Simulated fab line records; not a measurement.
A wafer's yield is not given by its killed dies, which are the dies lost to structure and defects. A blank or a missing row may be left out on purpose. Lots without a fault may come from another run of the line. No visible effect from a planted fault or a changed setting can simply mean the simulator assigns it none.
Lot-split experiment / flow n5 finfet / on a route of 1938 steps: 7 lots, 21 wafers read

## ABOUT THE SPLIT
At N5_BEOL_M7_TRENCH_ETCH_37 (etches SiCOH lowk in C4F6/O2, target depth 93.478 nm, time 31.2 s), the setting source w was moved away from the recipe's 345 W on 8 of the 21 wafers read, by -12.1% to +11.5%. All remaining wafers had this setting at the recipe value.

The split's own step is where the reading is taken.

## THE READING
rf vpp V, in V, at N5_BEOL_M7_TRENCH_ETCH_37 (etches SiCOH lowk in C4F6/O2, target depth 93.478 nm, time 31.2 s). On this fab line, fault-free wafers typically give 664 V with a standard deviation of 8.8 V.

wafer=L075.1; tool, chamber at the split=rie diel-01, 2; source w as run, W=345; against the recipe=recipe; rf vpp V, V=663; against lot-mates on the recipe=-
wafer=L075.2; tool, chamber at the split=rie diel-01, 3; source w as run, W=345; against the recipe=recipe; rf vpp V, V=667; against lot-mates on the recipe=-
wafer=L075.6; tool, chamber at the split=rie diel-01, 3; source w as run, W=345; against the recipe=recipe; rf vpp V, V=666; against lot-mates on the recipe=-
wafer=L076.1; tool, chamber at the split=rie diel-02, 1; source w as run, W=345; against the recipe=recipe; rf vpp V, V=659; against lot-mates on the recipe=-
wafer=L076.3; tool, chamber at the split=rie diel-02, 0; source w as run, W=345; against the recipe=recipe; rf vpp V, V=658; against lot-mates on the recipe=-
wafer=L076.5; tool, chamber at the split=rie diel-02, 2; source w as run, W=345; against the recipe=recipe; rf vpp V, V=659; against lot-mates on the recipe=-
wafer=L080.2; tool, chamber at the split=rie diel-01, 1; source w as run, W=345; against the recipe=recipe; rf vpp V, V=653; against lot-mates on the recipe=-
wafer=L080.3; tool, chamber at the split=rie diel-01, 3; source w as run, W=303.1; against the recipe=-12.1%; rf vpp V, V=712; against lot-mates on the recipe=+48
wafer=L080.4; tool, chamber at the split=rie diel-01, 0; source w as run, W=345; against the recipe=recipe; rf vpp V, V=676; against lot-mates on the recipe=-
wafer=L083.3; tool, chamber at the split=rie diel-01, 0; source w as run, W=373.9; against the recipe=+8.4%; rf vpp V, V=649; against lot-mates on the recipe=no lot-mate on the recipe
wafer=L083.4; tool, chamber at the split=rie diel-01, 3; source w as run, W=373.9; against the recipe=+8.4%; rf vpp V, V=639; against lot-mates on the recipe=no lot-mate on the recipe
wafer=L083.5; tool, chamber at the split=rie diel-01, 1; source w as run, W=373.9; against the recipe=+8.4%; rf vpp V, V=626; against lot-mates on the recipe=no lot-mate on the recipe
wafer=L084.1; tool, chamber at the split=rie diel-06, 2; source w as run, W=384.8; against the recipe=+11.5%; rf vpp V, V=627; against lot-mates on the recipe=-29
wafer=L084.2; tool, chamber at the split=rie diel-06, 0; source w as run, W=345; against the recipe=recipe; rf vpp V, V=656; against lot-mates on the recipe=-
wafer=L084.5; tool, chamber at the split=rie diel-06, 0; source w as run, W=384.8; against the recipe=+11.5%; rf vpp V, V=622; against lot-mates on the recipe=-34
wafer=L092.3; tool, chamber at the split=rie diel-02, 3; source w as run, W=345; against the recipe=recipe; rf vpp V, V=666; against lot-mates on the recipe=-
wafer=L092.4; tool, chamber at the split=rie diel-02, 0; source w as run, W=345; against the recipe=recipe; rf vpp V, V=659; against lot-mates on the recipe=-
wafer=L092.5; tool, chamber at the split=rie diel-02, 2; source w as run, W=345; against the recipe=recipe; rf vpp V, V=660; against lot-mates on the recipe=-
wafer=L094.1; tool, chamber at the split=rie diel-01, 1; source w as run, W=374.7; against the recipe=+8.6%; rf vpp V, V=625; against lot-mates on the recipe=-38
wafer=L094.4; tool, chamber at the split=rie diel-01, 3; source w as run, W=345; against the recipe=recipe; rf vpp V, V=663; against lot-mates on the recipe=-
wafer=L094.5; tool, chamber at the split=rie diel-01, 2; source w as run, W=374.7; against the recipe=+8.6%; rf vpp V, V=634; against lot-mates on the recipe=-29

FIT RESULTS
A straight line over all 21 wafers: rf vpp V changes by -3.49 V for each +1% of source w; r = -0.95; the points scatter about the line by 6.8 V.
The same after taking each lot's own level away (the mean of its wafers on the recipe; 18 wafers): -3.38 V for each +1%; r = -0.96; scatter 5.8 V.
That fit puts the effect of the largest move of source w on the reading at 41 V.
The lots' own levels span 656.0 to 665.3 V, that is 1.1 times the standard deviation above.
Consequently the slope shifts little with the lot-to-lot level, the two slopes agreeing.
Check: for one of the wafers moved furthest among these (-12.1%), held out of the fit, the line's prediction against its lot-mates is +37.7 V. It came out at +47.5 V against them.
Tool readings at the split's step, against how far the setting was moved: rf vpp V r = -0.95.

## OTHER SPLITS APPLIED TO THESE WAFERS
Note: prior to the reading, these wafers also went through further splits. Each is held against what the fit with the lots' levels taken away leaves over:
other split on the same wafers=N5_BEOL_M6_HM_DEP_02 target thk a; wafers away from the commonest value=9; r with rf vpp V (lot level and that fit taken away)=-0.16
other split on the same wafers=N5_BEOL_M6_EXPOSE_08 dose mj; wafers away from the commonest value=10; r with rf vpp V (lot level and that fit taken away)=-0.01
other split on the same wafers=N5_BEOL_M6_ETCH_66 bias w; wafers away from the commonest value=4; r with rf vpp V (lot level and that fit taken away)=-0.20
other split on the same wafers=N5_BEOL_M7_DESCUM_33 time s; wafers away from the commonest value=5; r with rf vpp V (lot level and that fit taken away)=-0.18

## FILE'S OWN FIT
rf vpp V changes by -3.45 V for each +1% of source w, r = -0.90.
